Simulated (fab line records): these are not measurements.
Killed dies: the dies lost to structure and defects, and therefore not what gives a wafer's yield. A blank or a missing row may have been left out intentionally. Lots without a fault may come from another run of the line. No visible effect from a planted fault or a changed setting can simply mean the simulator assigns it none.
Comparing a struck lot with a sound one | flow n5Finfet | 15 steps out of a route of 1938
Sound: these wafers, L120.1, L120.3, L120.5. Struck: wafer L126.4; the same lot's L126.3 was not struck, so it is left out; see the end for the cause.
At each step with rows: each side's tool, then ch and its chambers, then its first start. Under that, the readings that differ: sound wafers | struck wafers | difference of the means | sigmas: that difference in standard deviations of wafers without a fault.
alike: readings whose means differ by less than 2 such deviations, and words and numbers that are the same on both sides. not compared: withheld readings, readings that some wafer has no value for, bounds like >300 that may hide the same value, and numbers for which the record gives no deviation and whose values overlap.
A row with sigmas, a row that says differs or no value, or rows on one side alone: a step with any of these is where the two part. Numbers that don't overlap but have no deviation are shown without sigmas and don't part them. A reading that every wafer of one side lacks parts them only if that side has two wafers or more.

N5_BEOL_M5_SPUTTER_81: material Cu, target thk 15 nm, time 27.62 s.
  sound on pvdSputter-01 at day 9 14:58; struck on pvdSputter-03 at day 11 20:43
  alike: throttleValvePct
then, 1 step without rows for these wafers: N5_BEOL_M5_ANNEAL_82 (time 1800 s).
N5_BEOL_M5_SPUTTER_83: material Cu, target thk 15 nm, time 27.62 s.
  sound on pvdSputter-01 at day 9 16:04; struck on pvdSputter-03 at day 11 21:49
  alike: throttleValvePct
N5_BEOL_M5_ANNEAL_84: time 1800 s.
  sound on pvdSputter-01 at day 9 16:08; struck on pvdSputter-03 at day 11 21:53
  alike: heaterPowerW
then, 1 step without rows for these wafers: N5_BEOL_M5_SPUTTER_88 (material Cu, target thk 15 nm, time 27.62 s).
N5_BEOL_M5_ANNEAL_89: time 1800 s.
  sound on pvdSputter-01 at day 9 17:13; struck on pvdSputter-03 at day 11 22:58
  alike: heaterPowerW
N5_BEOL_M5_SPUTTER_90: material Cu, target thk 4.5 nm, time 8.29 s.
  sound on pvdSputter-01 at day 9 18:14; struck on pvdSputter-03 at day 11 23:59
  alike: throttleValvePct
then, 3 steps without rows for these wafers: N5_BEOL_M5_ECD_50 (material Cu, target thk 300 nm); N5_BEOL_M5_ANNEAL_51 (time 90 s); N5_BEOL_M5_CMP_52 (polishes, stops on SiCOH lowk, t overpolish 6.9 s, target thk 62 nm).
N5_BEOL_M5_THK_MEAS_53: measures by xrf.
  sound on filmMetro-01 at day 9 19:02; struck on filmMetro-01 at day 12 01:04
  alike: M5_THK
then, 1 step without rows for these wafers: N5_BEOL_M5_PRE_CLEAN_77 (time 15 s).
N5_BEOL_M5_CO_CAP_78: material Co, precursor CCTBA/H2, target thk 2 nm, time 102.1 s.
  sound on cvdCo-02 ch 0,1,2, day 9 19:17; struck on cvdCo-02 ch 0, day 12 01:09
reading                                  | sound             | struck | difference | sigmas
runLengthS (s)                           | 124.0 125.3 125.5 | 65.5   | -59.4      | -99 or more
model.Co_of_BEOL_M5_CO_CAP_78.thkNm (nm) | 2 1.8 2           | 0.8    | -1.1       | 
  alike: heaterPowerW
then, 2 steps without rows for these wafers: N5_BEOL_M5_PRE_CLEAN_55 (time 15 s); N5_PASSIVATION_PROBE_49.

## WHERE THEY PART
Only at N5_BEOL_M5_CO_CAP_78, as far as this record shows.

WHY: what had been put in by the simulator
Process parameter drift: cvdCo-02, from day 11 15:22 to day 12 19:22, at N5_BEOL_M5_CO_CAP_78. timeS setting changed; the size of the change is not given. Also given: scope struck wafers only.
